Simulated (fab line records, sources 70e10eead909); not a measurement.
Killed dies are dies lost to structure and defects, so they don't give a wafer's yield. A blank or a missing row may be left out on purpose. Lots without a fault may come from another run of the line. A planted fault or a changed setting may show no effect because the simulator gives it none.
Chamber matching | flow nand_harc | NHARC_P_M2_ETCH_35 on rie_diel-07: 4 sister chambers
The step etches the open film in N2/H2, target depth 40 nm, overetch 12 nm, time 43.94 s. 8 wafers are shown with their chamber, then 9 later ones without.

WAFERS WITH THEIR CHAMBER
wafer  | chamber | drypump_motor_current_A (A) | rf_vpp_V (V)
L077.5 | 0       | 5.4                         | 428.3
L082.5 | 2       | 5.7                         | 433.5
L083.1 | 0       | 5.4                         | 426.6
L083.2 | 3       | 5.4                         | 430.7
L083.4 | 1       | 6.5                         | 427.7
L084.1 | 3       | 5.3                         | 432.6
L084.2 | 1       | 6.5                         | 428.7
L084.6 | 2       | 5.7                         | 435.0

WAFERS WITHOUT THEIR CHAMBER
wafer  | drypump_motor_current_A (A) | rf_vpp_V (V)
L085.2 | 6.5                         | 428.9
L085.4 | 5.4                         | 427.9
L085.5 | 5.4                         | 433.1
L088.2 | 5.5                         | 429.7
L088.3 | 6.5                         | 429.9
L088.5 | 5.7                         | 434.2
L095.2 | 5.4                         | 431.0
L095.3 | 5.4                         | 428.8
L095.6 | 5.4                         | 426.8

WHICH CHAMBER EACH WENT THROUGH
wafer  | from the rows above     | in truth
L085.2 | 1                       | 1
L085.4 | 0                       | 0
L085.5 | 3                       | 3
L088.2 | can't be placed: 0 or 3 | 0
L088.3 | 1                       | 1
L088.5 | 2                       | 2
L095.2 | can't be placed: 3 or 0 | 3
L095.3 | can't be placed: 0 or 3 | 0
L095.6 | 0                       | 0
Placed correctly: 6 of 9. Can't be placed from these rows: 3 (the true chamber is among the candidates in 3). Placed wrongly: 0.
How it was worked out, from the rows above alone: a wafer's distance from a chamber is the root of the sum, over the readings, of the square of ((its reading less the chamber's mean) divided by the reading's scatter). The wafer belongs to the nearest chamber; if the next one is less than 2 further off, it can't be placed. A chamber's mean is the mean of its shown wafers. The scatter: the root of (the sum of the squares of (reading less its chamber's mean) over the shown wafers, divided by (wafers less chambers)).
